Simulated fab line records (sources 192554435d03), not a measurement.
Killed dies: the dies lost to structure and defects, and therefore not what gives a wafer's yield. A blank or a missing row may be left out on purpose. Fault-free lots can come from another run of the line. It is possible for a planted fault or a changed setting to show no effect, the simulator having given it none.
fab line records	flow n5Finfet	part 1 of 2: steps 1 to 3 of 6
record lots=20	wafers=60	lastDay=18
route steps=1938 shown BEOL_M2@859
lots with no fault: from the same line, run without faults
startH: start of the lot's first displayed wafer, in hours after the record's first day	waitH: time in hours since the lot's previous step	" the same as in the row above	L1.1+2: a row that stands for several wafers	- either no value or no given start	* or withheld: withheld	< > ~ a bound
route shown NAME@n: NAME is a module with steps in the file, n the number in the route of the first one	usual: mean/standard deviation of fault-free wafers	same: alike in all rows	chamber/n: place in a boat	sites: readings site by site	_std_site: standard deviation of those values	_edge_site: outer sites' mean less inner sites'	radiusMm: how far each site lies from the wafer's centre	mask NAME#n: copy n	behind: tool/chamber where the wafer was last shaped	hold: why the lot went on hold/how many hours it stayed there/how the hold came to an end	device: which transistor (n, p or np) failed to switch	end of line: the tests these same wafers got at the end of their route	a step without rows: its recipe alone	killed: dies that structure and defects cost at the first sort, which is not the same as the wafer's yield	map: the dies of a wafer, with x for killed, . for not killed, _ for no die there
set.NAME: the setting the step ran with; set.NAME@STEP: the setting that earlier step ran with	model.NAME: the simulator's own value behind a step, which no gauge read
steps of the route over a sample of lots; a table a step, a row a wafer
services: a tool's chamber out of use, with start hour (startH, from the record's first day; less than 0 if before it), hours out, and reason
## steps
# step N5_BEOL_M2_ETCH_63
# recipe chemistry=CF4	target=SiARC	targetDepthA=156	maskMaterial=CAR-EUV	timeS=26	ionEnergyEv=80	pressureMtorr=40	sourceW=545	biasW=36	Ar_flow_sccm=100	cf4FlowSccm=100	ends=cleared
# usual drypumpMotorCurrentA=5.6/0.44	etchRfOnTimeS=25.7/0.82	oesProductAu=0.66/0.072	rfVppV=184.1/1.3	showerheadPlenumPTorr=2.14/0.071	throttleValvePct=15.58/0.2
lot.wafer	tool	chamber	startH	waitH	drypumpMotorCurrentA	etchRfOnTimeS	oesProductAu	rfHoursCounterH	rfVppV	showerheadPlenumPTorr	throttleValvePct
L074.3	rieDiel-01	0	131.28	0.0	5.2	25.5	0.62	202	185.1	2.20	15.72
L074.4	"	1	"	"	6.1	26.2	0.62	187	181.9	2.06	15.82
L074.5	"	3	"	"	6.6	26.8	0.59	-	184.3	2.20	15.35
L076.2	rieDiel-01	1	161.85	0.0	6.0	26.9	0.61	197	183.1	2.06	15.82
L076.4	"	2	"	"	5.3	25.6	0.72	75	186.1	2.16	15.25
L076.5	"	0	"	"	5.2	25.6	0.61	-	184.3	2.19	15.76
L075.3	rieDiel-06	1	161.91	0.0	5.6	25.7	0.83	4	183.8	2.11	15.34
L075.4	"	0	"	"	5.5	24.5	0.67	145	183.4	2.06	15.75
L075.6	"	3	"	"	5.5	26.3	0.63	-	186.1	2.24	15.62
L078.1	rieDiel-06	3	167.95	0.0	5.5	26.2	0.63	171	185.3	2.24	15.63
L078.2	"	0	"	"	5.5	24.3	0.67	147	183.2	2.06	15.74
L078.4	"	1	"	"	5.5	25.6	0.83	6	183.3	2.11	15.35
L079.1	rieDiel-06	1	172.22	0.0	5.6	26.0	0.82	7	182.7	2.11	15.36
L079.5	"	2	"	"	5.8	24.6	0.75	-	183.6	2.08	15.52
L079.6	"	3	"	"	5.4	26.9	0.62	-	185.2	2.24	15.64
L081.2	rieDiel-06	2	173.39	0.0	5.8	24.3	0.76	67	184.0	2.08	15.50
L081.4	"	1	"	"	5.5	26.0	0.82	8	184.9	2.11	15.35
L081.6	"	3	"	"	5.4	26.4	0.63	-	184.2	2.24	15.64
L080.2	rieDiel-06	2	173.69	0.0	5.9	24.4	0.75	67	182.6	2.08	15.53
L080.5	"	3	"	"	5.5	26.5	0.62	-	187.0	2.24	15.65
L080.6	"	2	"	"	5.8	24.4	0.76	-	183.9	2.08	15.53
L082.2	rieDiel-05	3	197.36	0.0	5.2	25.9	0.73	53	184.1	2.10	15.46
L082.3	"	2	"	"	5.1	26.9	0.61	186	185.1	2.22	15.67
L082.4	"	0	"	"	5.4	26.0	0.58	229	183.6	2.10	15.72
L083.1	rieDiel-01	0	198.86	0.0	5.2	24.9	0.62	225	183.9	2.19	15.77
L083.2	"	3	"	"	6.6	26.8	0.57	215	184.7	2.20	15.38
L083.5	"	0	"	"	5.2	25.3	0.61	-	184.9	2.19	15.78
L084.1	rieDiel-05	2	199.35	0.0	5.1	27.0	0.60	186	185.7	2.22	15.68
L084.4	"	3	"	"	5.2	25.9	0.73	53	184.3	2.10	15.47
L084.5	"	2	"	"	5.1	26.8	0.60	-	184.3	2.22	15.68
L085.2	rieDiel-06	3	207.96	0.0	5.5	26.5	0.62	182	185.6	2.24	15.68
L085.4	"	0	"	"	5.5	24.4	0.66	159	182.6	2.06	15.79
L085.5	"	1	"	"	5.5	25.7	0.80	-	183.2	2.10	15.38
L086.3	rieDiel-05	0	210.21	0.0	5.4	25.9	0.58	234	184.7	2.10	15.74
L086.4	"	2	"	"	5.1	27.0	0.60	190	185.9	2.22	15.68
L086.5	"	1	"	"	5.3	25.4	0.72	-	186.8	2.25	15.36
L088.1	rieDiel-01	1	214.32	0.0	6.0	26.0	0.61	216	182.7	2.05	15.87
L088.2	"	0	"	"	5.2	25.6	0.61	231	185.8	2.19	15.79
L088.3	"	2	"	"	5.3	25.6	0.70	93	184.7	2.16	15.27
L089.4	rieDiel-06	0	222.20	0.0	5.6	24.1	0.66	163	182.5	2.06	15.78
L089.5	"	0	"	"	5.5	24.1	0.65	-	182.8	2.06	15.78
L089.6	"	1	"	"	5.6	26.0	0.78	-	183.8	2.10	15.40
L091.1	rieDiel-01	0	235.97	0.0	5.2	25.4	0.60	238	186.3	2.19	15.81
L091.3	"	3	"	"	6.5	26.8	0.57	226	185.6	2.19	15.39
L091.6	"	1	"	"	6.0	25.7	0.61	-	183.3	2.05	15.87
L092.1	rieDiel-05	1	244.26	0.0	5.3	25.1	0.71	103	185.1	2.24	15.39
L092.4	"	3	"	"	5.2	25.5	0.72	69	183.8	2.10	15.51
L092.5	"	2	"	"	5.1	26.9	0.60	-	186.5	2.22	15.72
L093.2	rieDiel-05	2	248.14	0.0	5.1	27.2	0.59	203	185.2	2.22	15.71
L093.3	"	0	"	"	5.4	26.2	0.57	249	183.1	2.09	15.76
L093.6	"	0	"	"	5.4	26.2	0.57	-	184.3	2.09	15.77
L094.1	rieDiel-01	3	274.52	0.0	6.6	26.5	0.56	239	185.4	2.19	15.42
L094.4	"	3	"	"	6.6	26.5	0.57	-	184.3	2.19	15.43
L094.5	"	3	"	"	6.6	26.7	0.56	-	185.3	2.19	15.43
L096.1	rieDiel-01	3	281.24	0.0	6.6	26.6	0.57	244	185.1	2.19	15.42
L096.3	"	1	"	"	6.0	26.3	0.59	241	181.3	2.04	15.92
L096.6	"	2	"	"	5.3	25.5	0.69	-	183.5	2.15	15.32
L097.2	rieDiel-01	3	282.27	0.0	6.6	26.6	0.56	244	184.2	2.18	15.43
L097.3	"	2	"	"	5.3	25.3	0.69	115	185.6	2.15	15.30
L097.5	"	1	"	"	6.0	26.3	0.59	-	182.6	2.04	15.91
# step N5_BEOL_M2_ETCH_69
# recipe chemistry=CF4	target=SiARC	targetDepthA=156	maskMaterial=CAR-EUV	timeS=26	ionEnergyEv=80	pressureMtorr=40	sourceW=545	biasW=36	Ar_flow_sccm=100	cf4FlowSccm=100	ends=cleared
# usual drypumpMotorCurrentA=5.6/0.4	etchRfOnTimeS=25.7/0.83	oesProductAu=0.67/0.072	rfVppV=184.0/1.2	showerheadPlenumPTorr=2.14/0.068	throttleValvePct=15.57/0.19
lot.wafer	tool	chamber	startH	waitH	drypumpMotorCurrentA	etchRfOnTimeS	oesProductAu	rfHoursCounterH	rfVppV	showerheadPlenumPTorr	throttleValvePct
L074.3	rieDiel-05	0	132.16	0.0	5.4	25.6	0.60	211	182.9	2.11	15.69
L074.4	"	2	"	"	5.1	27.1	0.62	168	185.5	2.23	15.64
L074.5	"	2	"	"	5.1	27.1	0.61	-	183.4	2.23	15.64
L076.2	rieDiel-05	2	163.02	0.0	5.1	27.4	0.60	175	184.5	2.23	15.65
L076.4	"	3	"	"	5.2	26.3	0.74	41	183.6	2.11	15.46
L076.5	"	3	"	"	5.2	26.2	0.74	-	183.6	2.11	15.44
L075.3	rieDiel-06	3	163.08	0.0	5.5	26.8	0.62	169	185.5	2.24	15.64
L075.4	"	1	"	"	5.6	26.0	0.84	4	183.8	2.11	15.36
L075.6	"	2	"	"	5.8	24.5	0.76	-	183.5	2.08	15.52
L078.1	rieDiel-06	2	168.90	0.0	5.9	24.5	0.76	66	184.5	2.08	15.51
L078.2	"	1	"	"	5.5	26.0	0.82	7	183.0	2.11	15.36
L078.4	"	0	"	"	5.5	24.5	0.67	148	183.1	2.06	15.76
L079.1	rieDiel-05	3	173.43	0.0	5.2	26.1	0.73	45	183.8	2.11	15.45
L079.5	"	2	"	"	5.1	27.0	0.61	-	184.5	2.22	15.67
L079.6	"	1	"	"	5.3	25.3	0.73	-	186.1	2.25	15.35
L081.2	rieDiel-05	0	174.28	0.0	5.4	25.7	0.59	223	184.0	2.10	15.73
L081.4	"	2	"	"	5.1	26.9	0.60	179	186.4	2.22	15.65
L081.6	"	3	"	"	5.2	25.7	0.74	-	183.9	2.11	15.45
L080.2	rieDiel-01	0	174.70	0.0	5.2	25.4	0.61	218	184.4	2.19	15.76
L080.5	"	1	"	"	6.0	26.6	0.61	-	183.8	2.05	15.84
L080.6	"	0	"	"	5.2	25.2	0.62	-	185.3	2.19	15.77
L082.2	rieDiel-01	2	198.24	0.0	5.3	25.1	0.71	87	184.8	2.16	15.26
L082.3	"	0	"	"	5.2	25.1	0.61	225	185.8	2.19	15.78
L082.4	"	1	"	"	6.1	26.1	0.61	209	183.2	2.05	15.85
L083.1	rieDiel-01	0	199.75	0.0	5.2	24.9	0.62	225	186.2	2.19	15.77
L083.2	"	2	"	"	5.3	25.1	0.70	87	184.2	2.16	15.26
L083.5	"	1	"	"	6.0	25.7	0.61	-	183.0	2.05	15.86
L084.1	rieDiel-06	3	200.46	0.0	5.5	26.7	0.62	180	183.9	2.24	15.67
L084.4	"	0	"	"	5.6	24.5	0.66	157	182.8	2.06	15.77
L084.5	"	3	"	"	5.4	26.5	0.62	-	184.2	2.24	15.68
L085.2	rieDiel-05	3	208.83	0.0	5.2	26.1	0.71	57	183.4	2.10	15.48
L085.4	"	2	"	"	5.1	27.2	0.60	190	182.8	2.22	15.67
L085.5	"	3	"	"	5.2	26.2	0.71	-	183.6	2.10	15.46
L086.3	rieDiel-05	0	211.33	0.0	5.4	25.8	0.59	234	184.6	2.10	15.75
L086.4	"	2	"	"	5.1	27.0	0.60	191	186.0	2.22	15.68
L086.5	"	0	"	"	5.4	25.9	0.59	-	182.5	2.10	15.74
L088.1	rieDiel-06	0	215.22	0.0	5.5	24.5	0.65	162	182.8	2.06	15.78
L088.2	"	2	"	"	5.9	24.2	0.75	81	184.9	2.08	15.55
L088.3	"	3	"	"	5.5	26.4	0.62	185	185.5	2.24	15.66
L089.4	rieDiel-01	0	223.32	0.0	5.2	25.6	0.61	234	185.5	2.19	15.81
L089.5	"	2	"	"	5.3	25.1	0.70	-	183.8	2.16	15.28
L089.6	"	1	"	"	6.0	26.0	0.61	-	181.6	2.05	15.87
L091.1	rieDiel-06	0	236.97	0.0	5.5	24.6	0.65	169	182.1	2.06	15.80
L091.3	"	3	"	"	5.5	26.8	0.61	193	185.6	2.23	15.68
L091.6	"	3	"	"	5.5	26.6	0.61	-	184.2	2.23	15.68
L092.1	rieDiel-05	0	245.14	0.0	5.4	25.8	0.58	247	184.2	2.09	15.76
L092.4	"	1	"	"	5.3	25.2	0.71	103	185.2	2.24	15.37
L092.5	"	1	"	"	5.3	25.4	0.71	-	186.6	2.24	15.37
L093.2	rieDiel-06	1	249.05	0.0	5.6	25.3	0.78	34	183.3	2.10	15.40
L093.3	"	2	"	"	5.8	24.4	0.73	94	182.9	2.07	15.58
L093.6	"	2	"	"	5.8	24.1	0.74	-	183.3	2.07	15.58
L094.1	rieDiel-06	2	275.69	0.0	5.9	24.5	0.73	104	183.4	2.07	15.60
L094.4	"	0	"	"	5.5	24.4	0.64	179	182.2	2.05	15.82
L094.5	"	1	"	"	5.6	26.2	0.75	-	184.1	2.10	15.44
L096.1	rieDiel-01	1	282.57	0.0	6.0	26.5	0.59	242	182.6	2.04	15.93
L096.3	"	3	"	"	6.6	26.9	0.56	245	184.0	2.19	15.43
L096.6	"	2	"	"	5.3	25.4	0.68	-	185.4	2.15	15.34
L097.2	rieDiel-01	2	283.19	0.0	5.3	25.4	0.69	115	183.5	2.15	15.32
L097.3	"	1	"	"	6.0	26.4	0.59	243	181.0	2.04	15.91
L097.5	"	3	"	"	6.6	26.6	0.56	-	185.7	2.19	15.42
# step N5_BEOL_M2_TRENCH_ETCH_37
# recipe chemistry=C4F6/O2	targetDepthA=555.55	target=SiOC	timeS=29.2	ionEnergyEv=250	pressureMtorr=30	sourceW=355	biasW=185	Ar_flow_sccm=300	C4F6_flow_sccm=10	O2_flow_sccm=10
# usual drypumpMotorCurrentA=5.5/0.43	oesProductAu=0.77/0.083	rfVppV=667/24	showerheadPlenumPTorr=2.86/0.088	throttleValvePct=20.80/0.21
lot.wafer	tool	chamber	startH	waitH	drypumpMotorCurrentA	oesProductAu	rfHoursCounterH	rfVppV	showerheadPlenumPTorr	throttleValvePct
L074.3	rieDiel-01	2	-	-	5.3	0.85	71	655	2.90	20.59
L074.4	"	0	"	"	5.2	0.72	208	647	2.91	20.87
L074.5	"	0	"	"	5.2	0.72	-	645	2.91	20.87
L076.2	rieDiel-05	1	-	-	5.3	0.87	76	700	3.00	20.56
L076.4	"	2	"	"	5.1	0.72	176	690	2.96	20.88
L076.5	"	1	"	"	5.3	0.86	-	700	3.00	20.54
L075.3	rieDiel-05	2	-	-	5.1	0.72	177	690	2.96	20.88
L075.4	"	1	"	"	5.3	0.86	78	700	2.99	20.55
L075.6	"	1	"	"	5.3	0.87	-	699	3.00	20.54
L078.1	rieDiel-01	2	-	-	5.3	0.84	79	654	2.89	20.60
L078.2	"	1	"	"	6.0	0.71	201	641	2.76	21.25
L078.4	"	0	"	"	5.2	0.72	217	646	2.90	20.89
L081.2	rieDiel-05	1	-	-	5.3	0.86	81	700	2.99	20.54
L081.4	"	2	"	"	5.1	0.72	180	691	2.96	20.89
L081.6	"	3	"	"	5.2	0.87	-	715	2.80	20.77
L079.1	rieDiel-05	0	-	-	5.4	0.69	224	658	2.80	20.89
L079.5	"	1	"	"	5.3	0.86	-	699	2.99	20.57
L079.6	"	2	"	"	5.0	0.71	-	690	2.96	20.90
L080.2	rieDiel-05	3	-	-	5.2	0.87	48	715	2.80	20.78
L080.5	"	1	"	"	5.3	0.85	-	699	2.99	20.55
L080.6	"	2	"	"	5.1	0.72	-	691	2.96	20.90
L083.1	rieDiel-05	0	-	-	5.4	0.68	233	656	2.79	20.90
L083.2	"	3	"	"	5.2	0.85	56	716	2.80	20.78
L083.5	"	2	"	"	5.1	0.71	-	690	2.95	20.90
L082.2	rieDiel-05	3	-	-	5.2	0.86	59	716	2.80	20.79
L082.3	"	2	"	"	5.1	0.70	192	691	2.95	20.92
L082.4	"	0	"	"	5.4	0.67	235	657	2.79	20.89
L084.1	rieDiel-01	1	-	-	6.0	0.71	217	639	2.75	21.25
L084.4	"	0	"	"	5.2	0.70	-	646	2.90	20.91
L084.5	"	1	"	"	6.0	0.71	-	639	2.75	21.25
L085.2	rieDiel-01	0	-	-	5.2	0.70	232	647	2.90	20.91
L085.4	"	1	"	"	6.1	0.70	-	640	2.75	21.27
L085.5	"	2	"	"	5.3	0.82	-	654	2.89	20.63
L086.3	rieDiel-01	2	-	-	5.3	0.82	95	654	2.89	20.64
L086.4	"	3	"	"	6.6	0.68	220	652	2.92	20.52
L086.5	"	3	"	"	6.6	0.68	-	654	2.92	20.52
L088.1	rieDiel-01	3	-	-	6.6	0.68	221	653	2.92	20.52
L088.2	"	0	"	"	5.2	0.70	234	646	2.90	20.91
L088.3	"	2	"	"	5.3	0.83	96	654	2.89	20.64
L089.4	rieDiel-06	0	-	-	5.5	0.76	168	662	2.72	20.98
L089.5	"	0	"	"	5.5	0.76	-	662	2.72	20.97
L089.6	"	1	"	"	5.5	0.91	-	648	2.80	20.70
L091.1	rieDiel-06	2	-	-	5.9	0.85	91	666	2.77	20.90
L091.3	"	0	"	"	5.6	0.75	172	660	2.72	20.98
L091.6	"	3	"	"	5.5	0.71	-	651	2.96	20.84
L092.1	rieDiel-01	1	-	-	6.0	0.69	231	641	2.74	21.30
L092.4	"	0	"	"	5.2	0.69	244	648	2.89	20.91
L092.5	"	3	"	"	6.6	0.66	-	652	2.92	20.52
L093.2	rieDiel-01	2	-	-	5.3	0.81	108	654	2.88	20.64
L093.3	"	3	"	"	6.6	0.67	233	655	2.91	20.54
L093.6	"	3	"	"	6.6	0.66	-	652	2.91	20.52
L097.2	rieDiel-01	3	-	-	6.6	0.66	246	653	2.91	20.55
L097.3	"	1	"	"	6.0	0.68	243	642	2.74	21.31
L097.5	"	3	"	"	6.6	0.66	-	654	2.91	20.55
L094.1	rieDiel-06	0	-	-	5.6	0.75	183	661	2.71	21.00
L094.4	"	1	"	"	5.6	0.88	48	650	2.79	20.72
L094.5	"	3	"	"	5.5	0.71	-	650	2.95	20.87
L096.1	rieDiel-05	3	-	-	5.2	0.82	86	714	2.78	20.83
L096.3	"	0	"	"	5.4	0.96	7	658	2.78	20.56
L096.6	"	1	"	"	5.3	0.81	-	699	2.98	20.61
